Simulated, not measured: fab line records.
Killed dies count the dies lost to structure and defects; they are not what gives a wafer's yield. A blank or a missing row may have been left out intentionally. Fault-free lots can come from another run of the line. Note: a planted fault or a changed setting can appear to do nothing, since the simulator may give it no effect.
Chamber matching || flow n5 finfet || N5_GATE_CUT_DESCUM_18 on rie diel-02: 4 sister chambers
The step chemistry O2, time 7 s. 4 wafers are shown with their chamber, then 8 later ones without.

== WAFERS, EACH WITH ITS CHAMBER ==
{"wafer": "L081.5", "chamber": 1, "drypump motor current A (A)": 6.2}
{"wafer": "L087.4", "chamber": 2, "drypump motor current A (A)": 6.7}
{"wafer": "L087.6", "chamber": 3, "drypump motor current A (A)": 6.5}
{"wafer": "L088.2", "chamber": 0, "drypump motor current A (A)": 5.0}

== WAFERS WITH NO CHAMBER GIVEN ==
{"wafer": "L088.3", "drypump motor current A (A)": 6.4}
{"wafer": "L088.5", "drypump motor current A (A)": 5.0}
{"wafer": "L091.1", "drypump motor current A (A)": 6.7}
{"wafer": "L091.3", "drypump motor current A (A)": 5.1}
{"wafer": "L091.4", "drypump motor current A (A)": 6.4}
{"wafer": "L096.2", "drypump motor current A (A)": 5.0}
{"wafer": "L096.3", "drypump motor current A (A)": 6.2}
{"wafer": "L096.4", "drypump motor current A (A)": 6.5}

== EACH ONE'S CHAMBER ==
{"wafer": "L088.3", "from the rows above": "can't be placed: 3 or 1", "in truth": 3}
{"wafer": "L088.5", "from the rows above": 0, "in truth": 0}
{"wafer": "L091.1", "from the rows above": 2, "in truth": 2}
{"wafer": "L091.3", "from the rows above": 0, "in truth": 0}
{"wafer": "L091.4", "from the rows above": "can't be placed: 3 or 1", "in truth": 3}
{"wafer": "L096.2", "from the rows above": 0, "in truth": 0}
{"wafer": "L096.3", "from the rows above": 1, "in truth": 1}
{"wafer": "L096.4", "from the rows above": 3, "in truth": 3}
6 of 8 placed correctly. Cannot be placed on the basis of these rows: 2; the candidates contain the true chamber in 2. 0 placed wrongly.
How it was worked out, from the rows above alone: a wafer's distance from a chamber is the root of the sum, over the readings, of the square of ((its reading less the chamber's mean) divided by the reading's scatter). The wafer belongs to the nearest chamber; if the next one is less than 2 further off, it can't be placed. The mean given for a chamber averages the wafers shown for that chamber. The scatter (one wafer shown for each chamber): square how far every hidden wafer sits from the nearest shown wafer, average those squares and take the square root.
